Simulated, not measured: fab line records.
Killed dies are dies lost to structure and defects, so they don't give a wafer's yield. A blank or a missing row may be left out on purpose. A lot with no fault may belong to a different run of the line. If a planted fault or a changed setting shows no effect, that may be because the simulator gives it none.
Split-lot study || flow n5Finfet || 7 lots, 21 wafers read, on a route of 1938 steps

SPLIT DETAILS
At N5_HKMG_FIN_ETCH_55 (etches SOC in N2/H2, target depth 240 nm, time 300 s), the setting biasW was moved away from the recipe's 150 W on 11 of the 21 wafers read, by -17.0% to +16.6%. This setting was run at the recipe's value on the other wafers.

The reading is taken at the split's own step.

THE READING
rfVppV, in V, at N5_HKMG_FIN_ETCH_55 (etches SOC in N2/H2, target depth 240 nm, time 300 s). Typical for fault-free wafers on this fab line: 524.8 V, with standard deviation 2.5 V.

{"wafer": "L078.3", "tool, chamber at the split": "rieDiel-01, 0", "biasW as run, W": 150, "against the recipe": "recipe", "rfVppV, V": 526.2, "against lot-mates on the recipe": "-"}
{"wafer": "L078.4", "tool, chamber at the split": "rieDiel-01, 1", "biasW as run, W": 174.9, "against the recipe": "+16.6%", "rfVppV, V": 573.8, "against lot-mates on the recipe": "+47.6"}
{"wafer": "L078.5", "tool, chamber at the split": "rieDiel-01, 0", "biasW as run, W": 174.9, "against the recipe": "+16.6%", "rfVppV, V": 580.4, "against lot-mates on the recipe": "+54.2"}
{"wafer": "L079.1", "tool, chamber at the split": "rieDiel-01, 1", "biasW as run, W": 150, "against the recipe": "recipe", "rfVppV, V": 521.0, "against lot-mates on the recipe": "-"}
{"wafer": "L079.4", "tool, chamber at the split": "rieDiel-01, 1", "biasW as run, W": 150, "against the recipe": "recipe", "rfVppV, V": 522.1, "against lot-mates on the recipe": "-"}
{"wafer": "L079.6", "tool, chamber at the split": "rieDiel-01, 3", "biasW as run, W": 150, "against the recipe": "recipe", "rfVppV, V": 528.3, "against lot-mates on the recipe": "-"}
{"wafer": "L082.2", "tool, chamber at the split": "rieDiel-03, 2", "biasW as run, W": 162.3, "against the recipe": "+8.2%", "rfVppV, V": 552.7, "against lot-mates on the recipe": "+30.1"}
{"wafer": "L082.3", "tool, chamber at the split": "rieDiel-03, 0", "biasW as run, W": 150, "against the recipe": "recipe", "rfVppV, V": 522.6, "against lot-mates on the recipe": "-"}
{"wafer": "L082.6", "tool, chamber at the split": "rieDiel-03, 2", "biasW as run, W": 162.3, "against the recipe": "+8.2%", "rfVppV, V": 553.6, "against lot-mates on the recipe": "+31.0"}
{"wafer": "L084.2", "tool, chamber at the split": "rieDiel-05, 1", "biasW as run, W": 131.8, "against the recipe": "-12.1%", "rfVppV, V": 482.2, "against lot-mates on the recipe": -43.0}
{"wafer": "L084.3", "tool, chamber at the split": "rieDiel-05, 2", "biasW as run, W": 150, "against the recipe": "recipe", "rfVppV, V": 523.3, "against lot-mates on the recipe": "-"}
{"wafer": "L084.5", "tool, chamber at the split": "rieDiel-05, 0", "biasW as run, W": 150, "against the recipe": "recipe", "rfVppV, V": 527.1, "against lot-mates on the recipe": "-"}
{"wafer": "L085.2", "tool, chamber at the split": "rieDiel-05, 2", "biasW as run, W": 124.5, "against the recipe": "-17.0%", "rfVppV, V": 465.8, "against lot-mates on the recipe": -60.7}
{"wafer": "L085.3", "tool, chamber at the split": "rieDiel-05, 0", "biasW as run, W": 150, "against the recipe": "recipe", "rfVppV, V": 526.5, "against lot-mates on the recipe": "-"}
{"wafer": "L085.6", "tool, chamber at the split": "rieDiel-05, 1", "biasW as run, W": 124.5, "against the recipe": "-17.0%", "rfVppV, V": 464.6, "against lot-mates on the recipe": -61.9}
{"wafer": "L090.1", "tool, chamber at the split": "rieDiel-05, 0", "biasW as run, W": 150, "against the recipe": "recipe", "rfVppV, V": 526.3, "against lot-mates on the recipe": "-"}
{"wafer": "L090.2", "tool, chamber at the split": "rieDiel-05, 2", "biasW as run, W": 161.5, "against the recipe": "+7.7%", "rfVppV, V": 548.8, "against lot-mates on the recipe": "+22.5"}
{"wafer": "L090.4", "tool, chamber at the split": "rieDiel-05, 3", "biasW as run, W": 161.5, "against the recipe": "+7.7%", "rfVppV, V": 549.3, "against lot-mates on the recipe": "+23.0"}
{"wafer": "L092.2", "tool, chamber at the split": "rieDiel-05, 0", "biasW as run, W": 141.6, "against the recipe": "-5.6%", "rfVppV, V": 506.7, "against lot-mates on the recipe": -19.2}
{"wafer": "L092.5", "tool, chamber at the split": "rieDiel-05, 0", "biasW as run, W": 150, "against the recipe": "recipe", "rfVppV, V": 525.9, "against lot-mates on the recipe": "-"}
{"wafer": "L092.6", "tool, chamber at the split": "rieDiel-05, 3", "biasW as run, W": 141.6, "against the recipe": "-5.6%", "rfVppV, V": 504.1, "against lot-mates on the recipe": -21.8}

FIT RESULTS
A straight line over all 21 wafers: rfVppV changes by +3.36 V for each +1% of biasW; r = +1.00; the points scatter about the line by 2.5 V.
The same after taking each lot's own level away (the mean of its wafers on the recipe; 21 wafers): +3.38 V for each +1%; r = +1.00; scatter 3 V.
Per that fit: largest biasW move, reading shift of 58 V.
Measured against the standard deviation above, the lots' own levels, which go from 522.60 to 526.50 V, span 1.6 times it.
Hence the lot-to-lot level has little effect on the slope; both slopes agree.
Check: -58 V against its lot-mates is what the line predicts for one of the wafers moved furthest among these (-17.0%) when that wafer is left out of the fit. Against them it came out at -60.7 V.
Tool readings at the split's step, against how far the setting was moved: rfVppV r = +1.00.

ADDITIONAL SPLITS CARRIED BY THESE WAFERS
These wafers also went through other splits before the reading. Each is held against what the fit with the lots' levels taken away leaves over:
{"other split on the same wafers": "N5_SD_EPI_N_EPI_21 tempC", "wafers away from the commonest value": 11, "r with rfVppV (lot level and that fit taken away)": -0.02}
{"other split on the same wafers": "N5_SD_EPI_N_PRECLEAN_49 tempC", "wafers away from the commonest value": 9, "r with rfVppV (lot level and that fit taken away)": -0.25}
{"other split on the same wafers": "N5_SDB_ETCH_17 biasW", "wafers away from the commonest value": 5, "r with rfVppV (lot level and that fit taken away)": -0.30}
{"other split on the same wafers": "N5_SDB_STRIP_22 powerW", "wafers away from the commonest value": 4, "r with rfVppV (lot level and that fit taken away)": -0.07}
{"other split on the same wafers": "N5_HKMG_FIN_PEB_47 pebTimeS", "wafers away from the commonest value": 7, "r with rfVppV (lot level and that fit taken away)": -0.17}

THE WHOLE CHAIN: every reading that the file lists as answering this split, in the file's order
{"step": "N5_HKMG_FIN_ETCH_55", "what it does": "etches SOC in N2/H2, target depth 240 nm, time 300 s", "reading": "rfVppV", "change (the file's fit)": "+3.39 V for each +1% of the setting", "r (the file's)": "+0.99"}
{"step": "N5_HKMG_FIN_ETCH_55", "what it does": "etches SOC in N2/H2, target depth 240 nm, time 300 s", "reading": "HKMG_FIN.featureDepthNm (the simulator's own value, which no gauge read)", "change (the file's fit)": "+0.919 nm for each +1% of the setting", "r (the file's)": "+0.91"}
{"step": "N5_HKMG_FIN_ETCH_55", "what it does": "etches SOC in N2/H2, target depth 240 nm, time 300 s", "reading": "etch.depthNm (the simulator's own value, which no gauge read)", "change (the file's fit)": "+0.918 nm for each +1% of the setting", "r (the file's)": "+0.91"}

THE FILE'S OWN FIT
rfVppV changes by +3.39 V for each +1% of biasW, r = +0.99.
